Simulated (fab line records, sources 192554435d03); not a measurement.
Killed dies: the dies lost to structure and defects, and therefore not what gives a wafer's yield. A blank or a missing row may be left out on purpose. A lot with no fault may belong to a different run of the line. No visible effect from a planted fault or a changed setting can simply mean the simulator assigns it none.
Lot-split experiment    flow n5Finfet    39 wafers read from 7 lots, route of 1938 steps

== SPLIT DETAILS ==
At N5_BEOL_M9_CVD_78 (deposits Co from CCTBA/H2, target thk 2 nm, time 138.9 s), the setting targetThkA was moved away from the recipe's 20 angstrom on 9 of the 39 wafers read, by -38.8% to +56.6%. All remaining wafers had this setting at the recipe value.

The reading comes from the split's own step.

== THE READING ==
Co_of_BEOL_M9_CVD_78.thkNm (the simulator's own value, which no gauge read), in nm, at N5_BEOL_M9_CVD_78 (deposits Co from CCTBA/H2, target thk 2 nm, time 138.9 s). The file does not state a usual value for it. The 30 wafers here that ran the recipe average 2.1 nm, standard deviation 0.12 nm.

wafer   tool, chamber at the split  targetThkA as run, angstrom  against the recipe  Co_of_BEOL_M9_CVD_78.thkNm, nm  against lot-mates on the recipe
L076.1  cvdCo-02, 2,1,1             20                           recipe              2                               -
L076.2  cvdCo-02, 2,1,1             20                           recipe              2                               -
L076.6  cvdCo-02, 2,1,1             20                           recipe              2                               -
L076.3  cvdCo-02, 0,0,2             20                           recipe              2.2                             -
L076.4  cvdCo-02, 0,0,2             20                           recipe              2.2                             -
L076.5  cvdCo-02, 0,0,2             20                           recipe              2.2                             -
L078.1  cvdCo-01, 1,0,2,0,2         20                           recipe              2                               -
L078.2  cvdCo-01, 1,0,2,0,2         20                           recipe              2                               -
L078.3  cvdCo-01, 1,0,2,0,2         20                           recipe              2                               -
L078.4  cvdCo-01, 1,0,2,0,2         20                           recipe              2                               -
L078.5  cvdCo-01, 1,0,2,0,2         20                           recipe              2                               -
L078.6  cvdCo-01, 1                 20                           recipe              2.2                             -
L081.1  cvdCo-02, 0,2               20                           recipe              2.4                             -
L081.3  cvdCo-02, 0,2               20                           recipe              2.4                             -
L081.2  cvdCo-02, 1,1,2,0           20                           recipe              2.2                             -
L081.4  cvdCo-02, 1,1,2,0           20                           recipe              2.2                             -
L081.5  cvdCo-02, 1,1,2,0           20                           recipe              2.2                             -
L081.6  cvdCo-02, 1,1,2,0           20                           recipe              2.2                             -
L080.1  cvdCo-02, 2,1,0             31.32                        +56.6%              3.2                             +1.1
L080.5  cvdCo-02, 2,1,0             31.32                        +56.6%              3.2                             +1.1
L080.6  cvdCo-02, 2,1,0             31.32                        +56.6%              3.2                             +1.1
L080.2  cvdCo-02, 1,2               20                           recipe              2                               -
L080.4  cvdCo-02, 1,2               20                           recipe              2                               -
L080.3  cvdCo-02, 0                 20                           recipe              2.2                             -
L086.1  cvdCo-02, 2,0               20                           recipe              2.2                             -
L086.5  cvdCo-02, 2,0               20                           recipe              2.2                             -
L086.2  cvdCo-02, 1                 12.24                        -38.8%              1.4                             -0.7
L086.3  cvdCo-02, 0,1               12.24                        -38.8%              1.2                             -0.9
L086.6  cvdCo-02, 0,1               12.24                        -38.8%              1.2                             -0.9
L086.4  cvdCo-02, 2                 20                           recipe              2                               -
L089.2  cvdCo-01, 0,0,1             20                           recipe              2                               -
L089.5  cvdCo-01, 0,0,1             20                           recipe              2                               -
L089.6  cvdCo-01, 0,0,1             20                           recipe              2                               -
L090.1  cvdCo-02, 2,0               16.9                         -15.5%              1.6                             -0.4
L090.2  cvdCo-02, 2,0               16.9                         -15.5%              1.6                             -0.4
L090.3  cvdCo-02, 0,2,0             20                           recipe              2                               -
L090.5  cvdCo-02, 0,2,0             20                           recipe              2                               -
L090.6  cvdCo-02, 0,2,0             20                           recipe              2                               -
L090.4  cvdCo-02, 2                 16.9                         -15.5%              1.8                             -0.2
The file does not say which wafer passed through which chamber wherever a row lists several chambers: such a row stands for several wafers.

THE FIT
A straight line over all 39 wafers: Co_of_BEOL_M9_CVD_78.thkNm changes by +0.0205 nm for each +1% of targetThkA; r = +0.96; the points scatter about the line by 0.12 nm.
The same after taking each lot's own level away (the mean of its wafers on the recipe; 39 wafers): +0.0208 nm for each +1%; r = +0.98; scatter 0.085 nm.
According to that fit, moving targetThkA by its largest amount changes the reading by 1.2 nm.
Measured against the standard deviation above, the lots' own levels, which go from 2.00 to 2.27 nm, span 2.2 times it.
Consequently the slope shifts little with the lot-to-lot level, the two slopes agreeing.
Check: for one of the wafers moved furthest among these (+56.6%), held out of the fit, the line's prediction against its lot-mates is +1.18 nm. Against them it came out at +1.13 nm.

== FURTHER SPLITS ON THESE WAFERS ==
Note: prior to the reading, these wafers also went through further splits. Each is held against what the fit with the lots' levels taken away leaves over:
other split on the same wafers          wafers away from the commonest value  r with Co_of_BEOL_M9_CVD_78.thkNm (lot level and that fit taken away)
N5_BEOL_M9_TRENCH_ETCH_37 targetDepthA  15                                    -0.21

== THE FILE'S OWN FIT ==
Co_of_BEOL_M9_CVD_78.thkNm changes by +0.0208 nm for each +1% of targetThkA, r = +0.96.
